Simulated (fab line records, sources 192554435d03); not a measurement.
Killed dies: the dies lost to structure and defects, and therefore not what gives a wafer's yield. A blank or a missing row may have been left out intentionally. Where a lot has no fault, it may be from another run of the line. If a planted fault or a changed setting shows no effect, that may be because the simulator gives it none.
Matching of chambers ; flow n5 finfet ; N5_BEOL_M15_ETCH_61 on rie diel-06 has 4 sister chambers
The step etches BARC in N2/H2, target depth 89 nm, overetch 26.7 nm, time 67.9 s. 4 wafers are shown with their chamber, then 7 later ones without.

== WAFERS, EACH WITH ITS CHAMBER ==
wafer;chamber;showerhead plenum p Torr (Torr)
L084.2;3;2.66
L089.4;1;2.50
L088.1;2;2.62
L088.4;0;2.50

== WAFERS WHOSE CHAMBER IS MISSING ==
wafer;showerhead plenum p Torr (Torr)
L088.5;2.63
L090.3;2.62
L090.5;2.66
L090.6;2.50
L096.1;2.49
L096.4;2.49
L096.6;2.65

== CHAMBER TAKEN BY EACH ==
wafer;from the rows above;in truth
L088.5;2;2
L090.3;2;2
L090.5;3;3
L090.6;can't be placed: 0 or 1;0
L096.1;can't be placed: 0 or 1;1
L096.4;can't be placed: 0 or 1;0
L096.6;3;3
Correctly placed: 4 of 7. Not placeable from these rows: 3 (in 3, the candidates include the true chamber). Placed wrongly: 0.
How it was worked out, from the rows above alone: a wafer's distance from a chamber is the root of the sum, over the readings, of the square of ((its reading less the chamber's mean) divided by the reading's scatter). The wafer belongs to the nearest chamber; if the next one is less than 2 further off, it can't be placed. A chamber's mean is the mean of its shown wafers. The scatter: root of mean squared gap, hidden wafer to nearest shown wafer, with one shown wafer a chamber.
